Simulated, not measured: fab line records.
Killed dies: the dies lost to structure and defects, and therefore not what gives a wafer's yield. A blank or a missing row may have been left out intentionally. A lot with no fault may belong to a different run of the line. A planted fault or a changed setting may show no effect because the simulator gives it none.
Matching of chambers	flow nand-harc	3 sister chambers for NHARC_A_SLIT_DEP_23 on pecvd-01
The step deposits SiON, target thk 100 nm. 6 wafers are shown with their chamber, then 7 later ones without.

## EACH WAFER AND ITS CHAMBER
wafer	chamber	heater-power-w (W)
L077.3	2	679
L076.6	2	612
L081.2	0	772
L081.5	0	758
L085.1	1	615
L085.4	1	625

## WAFERS WHOSE CHAMBER IS MISSING
wafer	heater-power-w (W)
L085.6	844
L094.2	648
L094.4	848
L094.5	631
L097.3	618
L097.4	615
L097.6	768

## WHICH CHAMBER EACH WENT THROUGH
wafer	from the rows above	in truth
L085.6	0	0
L094.2	can't be placed: 2 or 1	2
L094.4	0	0
L094.5	can't be placed: 1 or 2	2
L097.3	can't be placed: 1 or 2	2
L097.4	can't be placed: 1 or 2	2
L097.6	0	0
Placed correctly: 3 of 7. From these rows, 4 cannot be placed; in 4 the true chamber is one of the candidates. Wrongly placed: 0.
How it was worked out, from the rows above alone: a wafer's distance from a chamber is the root of the sum, over the readings, of the square of ((its reading less the chamber's mean) divided by the reading's scatter). The wafer belongs to the nearest chamber; if the next one is less than 2 further off, it can't be placed. A chamber's mean is the mean of its shown wafers. How the scatter is found: for the shown wafers, subtract from each reading the mean of its chamber, square and add these, divide the total by (wafers less chambers), then take the root.
